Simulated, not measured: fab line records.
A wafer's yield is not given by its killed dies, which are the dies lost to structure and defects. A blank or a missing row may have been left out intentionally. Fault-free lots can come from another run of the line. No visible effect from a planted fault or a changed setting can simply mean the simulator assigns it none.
Chamber matching -- flow n5_finfet -- N5_BEOL_M10_STRIP_19 on rie_diel-02: 4 sister chambers
The step strips in O2. 33 wafers are shown with their chamber, then 12 later ones without.

== WAFERS PAIRED WITH THEIR CHAMBERS ==
wafer,chamber,drypump_motor_current_A (A),showerhead_plenum_p_Torr (Torr),throttle_valve_pct (%)
L076.1,1,5.5,2.07,17.2
L076.2,3,6.3,1.99,16.5
L076.3,0,6.1,2.23,16.2
L076.4,2,5.2,2.06,16.3
L076.5,1,5.5,2.07,17.2
L076.6,0,6.1,2.23,16.2
L078.1,2,5.2,2.06,16.3
L078.3,0,6.1,2.23,16.1
L078.5,3,6.3,1.99,16.5
L074.2,2,5.2,2.05,16.3
L074.3,3,6.3,1.99,16.5
L074.4,1,5.5,2.07,17.2
L079.3,2,5.2,2.05,16.4
L079.4,0,6.1,2.23,16.2
L079.6,2,5.2,2.05,16.3
L081.2,2,5.2,2.05,16.4
L081.3,3,6.4,1.99,16.5
L081.5,3,6.4,1.99,16.5
L084.2,2,5.2,2.05,16.4
L084.4,0,6.1,2.22,16.2
L084.5,1,5.5,2.07,16.8
L085.1,1,5.5,2.07,16.8
L085.3,3,6.4,1.98,16.6
L085.6,0,6.1,2.22,16.2
L088.1,0,6.1,2.22,16.2
L088.2,2,5.2,2.04,16.4
L088.3,1,5.5,2.06,16.8
L088.4,3,6.4,1.98,16.6
L088.5,1,5.5,2.06,16.8
L088.6,0,6.1,2.22,16.2
L089.1,3,6.3,1.98,16.6
L089.3,1,5.5,2.06,16.8
L089.4,2,5.2,2.04,16.4

SIGNATURES, as means of the wafers listed above
reading,chamber 0,chamber 1,chamber 2,chamber 3,scatter within a chamber
drypump_motor_current_A,6.100,5.500,5.200,6.350,0.0263
showerhead_plenum_p_Torr,2.2250,2.0663,2.0500,1.9863,0.0058
throttle_valve_pct,16.188,16.950,16.356,16.538,0.11
Rule: a wafer lies at a distance from a chamber equal to the root of the sum of squares, over the readings, of (its reading less the chamber's mean, divided by the reading's scatter). The wafer belongs to the nearest chamber; if the next one is less than 2 further off, it can't be placed. How the scatter is found: for the shown wafers, subtract from each reading the mean of its chamber, square and add these, divide the total by (wafers less chambers), then take the root.

== WAFERS WHOSE CHAMBER IS MISSING ==
wafer,drypump_motor_current_A (A),showerhead_plenum_p_Torr (Torr),throttle_valve_pct (%)
L090.1,5.5,2.06,16.8
L090.2,5.2,2.04,16.4
L090.6,5.2,2.04,16.4
L096.1,5.5,2.06,16.8
L096.2,6.1,2.21,16.3
L096.4,5.2,2.04,16.4
L097.1,6.4,2.24,16.2
L097.2,6.1,2.21,16.3
L097.3,5.2,2.04,16.5
L097.4,5.5,2.06,16.9
L097.5,6.4,2.24,16.1
L097.6,6.1,2.21,16.3

== WHICH CHAMBER EACH ONE RAN IN ==
wafer,from the rows above,in truth
L090.1,1,1
L090.2,2,2
L090.6,2,2
L096.1,1,1
L096.2,0,0
L096.4,2,2
L097.1,0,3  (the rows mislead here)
L097.2,0,0
L097.3,2,2
L097.4,1,1
L097.5,0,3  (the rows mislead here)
L097.6,0,0
Correctly placed: 10 of 12. Can't be placed from these rows: 0. Placed wrongly: 2.
